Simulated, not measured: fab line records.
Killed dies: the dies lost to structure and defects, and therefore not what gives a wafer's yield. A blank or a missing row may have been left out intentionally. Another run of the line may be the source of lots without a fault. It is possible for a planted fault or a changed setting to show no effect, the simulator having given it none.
A struck lot beside a sound one + flow nand_harc + 16 steps out of a route of 1302
Sound: these wafers, L658.2, L658.3, L658.4. Wafers struck: L659.2, L659.3, L659.4. The cause comes at the end.
At each step with rows: each side's tool, then ch and its chambers, then its first start. Under that, the readings that differ: sound wafers + struck wafers + difference of the means + sigmas: that difference in standard deviations of wafers without a fault.
alike: readings with means less than 2 such deviations apart, plus words and numbers identical on both sides. not compared: withheld readings, readings lacking a value on some wafer, bounds such as >300 that could conceal the same value, and numbers that have no deviation in the record and whose values overlap.
Wherever a step has rows on one side only, a row that says differs or no value, or a row with sigmas, the two part there. Non-overlapping numbers with no deviation appear without sigmas and do not part them. A reading that every wafer of one side lacks parts them only if that side has two wafers or more.

NHARC_P_M2_INSPECT_11:
  sound: defect_inspect-01 at day 7 03:16; struck: defect_inspect-02 at day 8 04:07
  alike: raw_defect_count
NHARC_P_M2_DESCUM_14: chemistry O2, time 3 s.
  sound on rie_diel-10 ch 0,1,2, day 7 03:19; struck on rie_diel-08 ch 0,1,2, day 8 04:10
| reading                | sound       | struck      | difference | sigmas |
|------------------------|-------------|-------------|------------|--------|
| rf_hours_counter_h (h) | 3.4 3.5 3.3 | 8.2 7.5 8.6 | +4.7       |        |
  alike: drypump_motor_current_A, oes_product_au, rf_vpp_V, showerhead_plenum_p_Torr, throttle_valve_pct
NHARC_P_M2_ETCH_35: etches the open film in N2/H2, target depth 40 nm, overetch 12 nm, time 43.94 s.
  sound on rie_diel-10 ch 0,2,3, day 7 03:25; struck on rie_diel-08 ch 0,1,3, day 8 04:16
| reading                | sound       | struck      | difference | sigmas |
|------------------------|-------------|-------------|------------|--------|
| rf_hours_counter_h (h) | 3.4 3.5 3.3 | 7.5 8.6 8.0 | +4.6       |        |
  alike: bias_w, drypump_motor_current_A, oes_product_au, rf_vpp_V, showerhead_plenum_p_Torr, throttle_valve_pct
NHARC_P_M2_ETCH_15: etches the open film in C4F8/Ar, target depth 182.5 nm, time 91.2 s.
  sound: rie_diel-10 ch 0,2,3; struck: rie_diel-08 ch 0,2,3
| reading                | sound             | struck            | difference | sigmas |
|------------------------|-------------------|-------------------|------------|--------|
| oes_product_au (a.u.)  | 0.982 0.978 0.960 | 0.929 0.922 0.924 | -0.048     | -2     |
| rf_hours_counter_h (h) | 3.3 3.4 3.5       | 7.5 8.0 8.3       | +4.5       |        |
  alike: bias_w, rf_vpp_V
NHARC_P_M2_CD_MEAS_16:
  sound: cd_sem-01 at day 7 03:38; struck: cd_sem-03 at day 8 04:29
  alike: cd_nm
then, 3 steps without rows for these wafers: NHARC_P_M2_STRIP_18 (strips in N2/H2); NHARC_P_M2_ETCH_28 (etches the open film in CF4/N2, target depth 30 nm, time 72.99 s); NHARC_P_M2_STRIP_19 (strips in post etch residue remover, time 600 s).
NHARC_P_M2_DEGAS_29: time 60 s.
  sound: pvd_sputter-03 at day 7 04:21; struck: pvd_sputter-01 at day 8 05:12
  alike: heater_power_w
then, 1 step without rows for these wafers: NHARC_P_M2_PRE_CLEAN_30 (time 30 s).
NHARC_P_M2_PVD_20: deposits TaN, target thk 5 nm, time 8.06 s.
  sound on pvd_sputter-03; struck on pvd_sputter-01
  alike: throttle_valve_pct
then, 1 step without rows for these wafers: NHARC_P_M2_PVD_21 (deposits Cu, target thk 30 nm, time 20.49 s).
NHARC_P_M2_ECD_22: material Cu, target thk 400 nm.
  sound on ecd_cu-02 ch 0,1, day 7 04:45; struck on ecd_cu-02 ch 0,1, day 8 05:40
  no value came back on the struck wafers for bath_heat_duty_pct (%), bath_temp_c (C); on the sound wafers bath_heat_duty_pct (%) reads 7.6 5.7 6.9
then, 1 step without rows for these wafers: NHARC_P_M2_ANNEAL_31 (time 90 s).
NHARC_P_M2_CMP_23: polishes, t overpolish 20 s, target thk 144.3 nm.
  sound on cmp-02 ch 0,1,3, day 7 05:25; struck on cmp-03 ch 1,2,3, day 8 06:21
| reading                | sound    | struck | difference | sigmas |
|------------------------|----------|--------|------------|--------|
| time_to_endpoint_s (s) | 34 27 30 | 1 1 5  | -28        | -9     |
  alike: motor_current_A
NHARC_P_M2_THK_MEAS_24: measures by xrf.
  sound: film_metro-01 at day 7 05:44; struck: film_metro-02 at day 8 06:50
| reading     | sound             | struck         | difference | sigmas |
|-------------|-------------------|----------------|------------|--------|
| thk_nm (nm) | 147.1 144.1 143.3 | 28.2 29.0 30.6 | -115.6     | -64    |
  not compared: hold

== WHERE THEY PART ==
Earliest at NHARC_P_M2_ETCH_15; latest, in this record, at NHARC_P_M2_THK_MEAS_24.

WHY: whatever the simulator had introduced
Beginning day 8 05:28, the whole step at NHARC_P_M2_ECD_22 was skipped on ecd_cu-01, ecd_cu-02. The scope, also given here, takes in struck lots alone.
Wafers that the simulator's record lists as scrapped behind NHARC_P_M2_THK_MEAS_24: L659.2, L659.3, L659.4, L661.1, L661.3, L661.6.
